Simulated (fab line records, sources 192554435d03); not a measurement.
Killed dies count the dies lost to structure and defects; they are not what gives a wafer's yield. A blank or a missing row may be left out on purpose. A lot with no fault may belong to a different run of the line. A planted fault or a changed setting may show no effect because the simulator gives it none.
Split-lot experiment    flow n5Finfet    21 wafers read across 7 lots, on a route 1938 steps long

ABOUT THE SPLIT
At N5_BEOL_M13_ETCH_67 (etches SiARC in CF4, target depth 143 nm, time 238.3 s), the setting biasW was moved away from the recipe's 36 W on 6 of the 21 wafers read, by -16.9% to +5.3%. The other wafers ran this setting at the recipe's value.

The split's own step is where the reading is taken.

THE READING
rfVppV, in V, at N5_BEOL_M13_ETCH_67 (etches SiARC in CF4, target depth 143 nm, time 238.3 s). A value of 183.9 V with a standard deviation of 1.1 V is what fault-free wafers of this fab line usually give.

wafer   tool, chamber at the split  biasW as run, W  against the recipe  rfVppV, V  against lot-mates on the recipe
L077.1  rieDiel-04, 1               36               recipe              183.9      -
L077.2  rieDiel-04, 0               36               recipe              185.0      -
L077.6  rieDiel-04, 2               36               recipe              182.4      -
L081.2  rieDiel-04, 0               37.91            +5.3%               189.7      no lot-mate on the recipe
L081.4  rieDiel-04, 1               37.91            +5.3%               187.9      no lot-mate on the recipe
L081.5  rieDiel-04, 0               37.91            +5.3%               190.3      no lot-mate on the recipe
L083.4  rieDiel-01, 2               36               recipe              183.7      -
L083.5  rieDiel-01, 1               36               recipe              185.9      -
L083.6  rieDiel-01, 2               36               recipe              184.4      -
L084.1  rieDiel-01, 0               36               recipe              186.1      -
L084.4  rieDiel-01, 2               36               recipe              185.0      -
L084.6  rieDiel-01, 3               29.9             -16.9%              162.5      -23.1
L088.1  rieDiel-04, 0               36               recipe              184.8      -
L088.2  rieDiel-04, 3               36               recipe              184.7      -
L088.5  rieDiel-04, 1               36               recipe              183.0      -
L090.2  rieDiel-05, 1               36               recipe              184.7      -
L090.3  rieDiel-05, 2               36               recipe              183.4      -
L090.6  rieDiel-05, 0               36               recipe              185.9      -
L092.1  rieDiel-04, 0               32.54            -9.6%               172.4      -10.2
L092.4  rieDiel-04, 1               36               recipe              182.6      -
L092.5  rieDiel-04, 3               32.54            -9.6%               172.2      -10.4

FIT RESULTS
A straight line over all 21 wafers: rfVppV changes by +1.21 V for each +1% of biasW; r = +0.98; the points scatter about the line by 1.2 V.
The same after taking each lot's own level away (the mean of its wafers on the recipe; 18 wafers): +1.25 V for each +1%; r = +0.98; scatter 1.1 V.
Per that fit: largest biasW move, reading shift of 21 V.
The span of the lots' own levels, 182.60 to 185.55 V, comes to 2.7 times the standard deviation stated above.
The two slopes agree, so the slope changes little with the lot-to-lot level.
Check: with one of the wafers moved furthest among these (-16.9%) left out of the fit, the line predicts -18.2 V for it against its lot-mates. It came out at -23.1 V against them.
Tool readings at the split's step, against how far the setting was moved: rfVppV r = +0.98.

FURTHER SPLITS ON THESE WAFERS
Note: prior to the reading, these wafers also went through further splits. Each is held against what the fit with the lots' levels taken away leaves over:
other split on the same wafers  wafers away from the commonest value  r with rfVppV (lot level and that fit taken away)
N5_BEOL_M5_COAT_74 spinRpm      9                                     +0.17
N5_BEOL_M6_EXPOSE_25 doseMj     9                                     +0.01
N5_BEOL_M6_ETCH_66 biasW        8                                     -0.02
N5_BEOL_M8_ILD_DEP_00 timeS     6                                     +0.50
N5_BEOL_M8_PECVD_70 tempC       8                                     -0.02
N5_BEOL_M9_COAT_63 spinRpm      9                                     -0.22
N5_BEOL_M10_ETCH_41 sourceW     4                                     -0.41
N5_BEOL_M12_ETCH_67 sourceW     7                                     +0.63

THE FILE'S OWN FIT
rfVppV changes by +1.29 V for each +1% of biasW, r = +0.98.
